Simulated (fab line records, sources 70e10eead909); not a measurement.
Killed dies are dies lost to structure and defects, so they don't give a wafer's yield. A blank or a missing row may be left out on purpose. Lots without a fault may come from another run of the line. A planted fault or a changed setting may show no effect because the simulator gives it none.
A struck lot beside a sound one | flow nand_harc | 39 steps out of a route of 1159
Sound: wafers L619.3, L619.4, L619.5. Struck: wafer L632.6. (L632.2, L632.3 of the same lot were not struck and are left out.) The cause comes at the end.
At each step with rows: each side's tool, then ch and its chambers, then its first start. Under that, the readings that differ: sound wafers | struck wafers | difference of the means | sigmas: that difference in standard deviations of wafers without a fault.
alike: readings whose means differ by less than 2 such deviations, and words and numbers that are the same on both sides. not compared: withheld readings, readings that some wafer has no value for, bounds like >300 that may hide the same value, and numbers for which the record gives no deviation and whose values overlap.
The two part at a step that has a row with sigmas, a row that says differs or no value, or rows on one side only. Numbers that don't overlap but have no deviation are shown without sigmas and don't part them. A reading that every wafer of one side lacks parts them only if that side has two wafers or more.

first, 4 steps without rows for these wafers: NHARC_A_CHANNEL_FILL_D1_ALD_15 (deposits SiNx, target thk 2 nm, pulse time 60 s, ald cycles 19); NHARC_A_CHANNEL_FILL_D1_ALD_16 (deposits SiO2, target thk 1.5 nm, pulse time 10 s, ald cycles 15); NHARC_A_CHANNEL_FILL_D1_ANNEAL_17 (time 1800 s); NHARC_A_CHANNEL_FILL_D1_CVD_18 (deposits poly-Si, target thk 3 nm).
NHARC_A_CHANNEL_FILL_D1_ETCHBACK_19: etches the open film in HBr/Cl2, target depth 5 nm, time 1.7 s.
  sound on rie_si-01 ch 0,2,3, day 10 07:40; struck on rie_si-01 ch 3, day 13 07:46
  alike: bias_w, drypump_motor_current_A, oes_product_au, throttle_valve_pct
  not compared: rf_hours_counter_h
NHARC_A_CHANNEL_FILL_D1_ETCHBACK_20: etches the open film in C4F8/O2/Ar, target depth 27 nm, time 13.5 s.
  sound on rie_diel-02 ch 0,1,3, day 10 07:47; struck on rie_diel-02 ch 0, day 13 07:56
  reading               | sound          | struck | difference | sigmas
  oes_product_au (a.u.) | 1.00 1.00 0.99 | 0.90   | -0.10      | -3
  alike: bias_w, rf_vpp_V
  not compared: rf_hours_counter_h
then, 5 steps without rows for these wafers: NHARC_A_CHANNEL_FILL_D1_STRIP_28 (strips in O2, time 20 s); NHARC_A_CHANNEL_FILL_D1_PRECLEAN_21 (cleans in dHF, time 30 s); NHARC_A_CHANNEL_FILL_D1_SRD_23; NHARC_A_CHANNEL_FILL_D1_CVD_05 (deposits poly-Si, target thk 5 nm); NHARC_A_CHANNEL_FILL_D1_ANNEAL_22 (time 7200 s).
NHARC_A_CHANNEL_FILL_D1_THK_MEAS_06: measures by ellipsometry.
  sound on film_metro-02, day 10 19:30; struck on film_metro-02, day 13 19:40
  reading     | sound       | struck | difference | sigmas
  thk_nm (nm) | 4.9 5.2 4.7 | 6.8    | +1.9       | +2
NHARC_A_CHANNEL_FILL_D1_ALD_25: deposits SiOx, target thk 60 nm, pulse time 10 s, ald cycles 600.
  sound on ald_hk-02 ch 0,2,3, day 10 22:37; struck on ald_hk-02 ch 3, day 13 22:48
  alike: heater_power_w, precursor_pulse_height_rel
then, 1 step without rows for these wafers: NHARC_A_CHANNEL_FILL_D1_ETCHBACK_08 (etches the open film in C4F8, target depth 220 nm, time 110 s).
NHARC_A_CHANNEL_FILL_D1_STRIP_29: strips in O2, time 20 s.
  sound on rie_diel-13 ch 0,1,2; struck on rie_diel-13 ch 1
  alike: drypump_motor_current_A, oes_product_au, rf_vpp_V, showerhead_plenum_p_Torr, throttle_valve_pct
  not compared: rf_hours_counter_h
then, 6 steps without rows for these wafers: NHARC_A_CHANNEL_FILL_D1_PRECLEAN_30 (cleans in dHF, time 30 s); NHARC_A_CHANNEL_FILL_D1_SRD_31; NHARC_A_CHANNEL_FILL_D1_CVD_09 (deposits poly-Si, target thk 150 nm, time 3000 s); NHARC_A_CHANNEL_FILL_D1_CMP_10 (polishes, target thk 150 nm); NHARC_A_CHANNEL_FILL_D1_SRD_12; NHARC_A_CHANNEL_FILL_D1_RTA_24 (time 5 s).
NHARC_A_STAIRCASE_DEP_156: deposits SiNx, target thk 50 nm.
  sound on pecvd-04 ch 0,1,2, day 11 10:34; struck on pecvd-02 ch 1, day 14 07:52
  alike: heater_power_w
then, 10 steps without rows for these wafers: NHARC_A_STAIRCASE_DEHYDRATE_158 (time 120 s); NHARC_A_STAIRCASE_HMDS_159 (time 30 s); NHARC_A_STAIRCASE_COAT_160; NHARC_A_STAIRCASE_SOFTBAKE_161 (time 170 s); NHARC_A_STAIRCASE_EBR_162; NHARC_A_STAIRCASE_EXPOSE_163 (exposes mask STAIR OPEN); NHARC_A_STAIRCASE_PEB_164 (peb time 130 s); NHARC_A_STAIRCASE_DEVELOP_165 (time 140 s); NHARC_A_STAIRCASE_HARDBAKE_167 (time 140 s); NHARC_A_STAIRCASE_DESCUM_168 (chemistry O2, time 3 s).
NHARC_A_STAIRCASE_ETCH_169: etches the open film in CH3F/O2, target depth 50 nm, time 107.1 s.
  sound on rie_diel-08 ch 1,2, day 11 11:31; struck on rie_diel-08 ch 1, day 14 08:59
  alike: bias_w, drypump_motor_current_A, oes_product_au, rf_vpp_V, showerhead_plenum_p_Torr, throttle_valve_pct
  not compared: rf_hours_counter_h
then, 5 steps without rows for these wafers: NHARC_A_STAIRCASE_ETCH_170 (etches the open film in C4F6/O2, target depth 200 nm, time 66.667 s); NHARC_A_STAIRCASE_STRIP_171 (strips in O2); NHARC_A_STAIRCASE_STRIP_172 (strips in SPM, time 900 s); NHARC_A_STAIRCASE_PRECLEAN_173 (cleans in SC1); NHARC_A_STAIRCASE_SRD_174.
-- the record jumps here: 9 days lie between the struck wafers' starts before and after (it left off in module A_STAIRCASE and takes up again in module END, whose first step shown is number 1159 of the route) --
NHARC_END_SORT_01:
  the record has rows for the struck wafers here (prober-02 ch 0, day 23 10:32) and none for the sound ones

WHERE THEY PART
First at NHARC_A_CHANNEL_FILL_D1_ETCHBACK_20; last, within this record, at NHARC_END_SORT_01.

WHY: what the simulator had put in
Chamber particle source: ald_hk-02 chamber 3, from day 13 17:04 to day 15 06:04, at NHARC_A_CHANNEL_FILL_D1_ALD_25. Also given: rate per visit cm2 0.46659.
